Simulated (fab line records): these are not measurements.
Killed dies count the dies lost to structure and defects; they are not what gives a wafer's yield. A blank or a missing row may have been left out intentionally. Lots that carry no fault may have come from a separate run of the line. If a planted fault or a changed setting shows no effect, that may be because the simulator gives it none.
Chamber matching || flow n5Finfet || 4 sister chambers for N5_HKMG_FIN_ETCH_67 on rieDiel-03
The step etches SOC in N2/H2, stops on TiN, target depth 388.9 nm. 8 wafers are shown with their chamber, then 12 later ones without.

## EACH WAFER AND ITS CHAMBER
{"wafer": "L085.3", "chamber": 2, "showerheadPlenumPTorr (Torr)": 2.40, "throttleValvePct (%)": 18.07}
{"wafer": "L085.5", "chamber": 2, "showerheadPlenumPTorr (Torr)": 2.40, "throttleValvePct (%)": 18.09}
{"wafer": "L085.6", "chamber": 1, "showerheadPlenumPTorr (Torr)": 2.60, "throttleValvePct (%)": 17.25}
{"wafer": "L087.4", "chamber": 0, "showerheadPlenumPTorr (Torr)": 2.44, "throttleValvePct (%)": 17.94}
{"wafer": "L087.5", "chamber": 3, "showerheadPlenumPTorr (Torr)": 2.57, "throttleValvePct (%)": 18.04}
{"wafer": "L090.1", "chamber": 1, "showerheadPlenumPTorr (Torr)": 2.59, "throttleValvePct (%)": 17.29}
{"wafer": "L090.2", "chamber": 3, "showerheadPlenumPTorr (Torr)": 2.57, "throttleValvePct (%)": 18.03}
{"wafer": "L090.3", "chamber": 0, "showerheadPlenumPTorr (Torr)": 2.44, "throttleValvePct (%)": 17.96}

## WAFERS WHOSE CHAMBER IS MISSING
{"wafer": "L090.4", "showerheadPlenumPTorr (Torr)": 2.44, "throttleValvePct (%)": 17.95}
{"wafer": "L090.5", "showerheadPlenumPTorr (Torr)": 2.59, "throttleValvePct (%)": 17.28}
{"wafer": "L090.6", "showerheadPlenumPTorr (Torr)": 2.57, "throttleValvePct (%)": 18.04}
{"wafer": "L091.1", "showerheadPlenumPTorr (Torr)": 2.44, "throttleValvePct (%)": 17.96}
{"wafer": "L091.4", "showerheadPlenumPTorr (Torr)": 2.57, "throttleValvePct (%)": 18.04}
{"wafer": "L091.5", "showerheadPlenumPTorr (Torr)": 2.59, "throttleValvePct (%)": 17.29}
{"wafer": "L094.1", "showerheadPlenumPTorr (Torr)": 2.59, "throttleValvePct (%)": 17.29}
{"wafer": "L094.2", "showerheadPlenumPTorr (Torr)": 2.57, "throttleValvePct (%)": 18.06}
{"wafer": "L094.4", "showerheadPlenumPTorr (Torr)": 2.43, "throttleValvePct (%)": 17.97}
{"wafer": "L097.2", "showerheadPlenumPTorr (Torr)": 2.56, "throttleValvePct (%)": 18.07}
{"wafer": "L097.3", "showerheadPlenumPTorr (Torr)": 2.59, "throttleValvePct (%)": 17.31}
{"wafer": "L097.6", "showerheadPlenumPTorr (Torr)": 2.59, "throttleValvePct (%)": 17.31}

## CHAMBER TAKEN BY EACH
{"wafer": "L090.4", "from the rows above": 0, "in truth": 0}
{"wafer": "L090.5", "from the rows above": 1, "in truth": 1}
{"wafer": "L090.6", "from the rows above": 3, "in truth": 3}
{"wafer": "L091.1", "from the rows above": 0, "in truth": 0}
{"wafer": "L091.4", "from the rows above": 3, "in truth": 3}
{"wafer": "L091.5", "from the rows above": 1, "in truth": 1}
{"wafer": "L094.1", "from the rows above": 1, "in truth": 1}
{"wafer": "L094.2", "from the rows above": 3, "in truth": 3}
{"wafer": "L094.4", "from the rows above": 0, "in truth": 0}
{"wafer": "L097.2", "from the rows above": 3, "in truth": 3}
{"wafer": "L097.3", "from the rows above": 1, "in truth": 1}
{"wafer": "L097.6", "from the rows above": 1, "in truth": 1}
Correctly placed: 12 of 12. Number that these rows cannot place: 0. Number placed wrongly: 0.
How it was worked out, from the rows above alone: a wafer's distance from a chamber is the root of the sum, over the readings, of the square of ((its reading less the chamber's mean) divided by the reading's scatter). If the next closest chamber is less than 2 further off than the closest, the wafer can't be placed; otherwise it belongs to the closest. For every chamber, the mean is computed from those of its wafers that are shown. How the scatter is found: for the shown wafers, subtract from each reading the mean of its chamber, square and add these, divide the total by (wafers less chambers), then take the root.
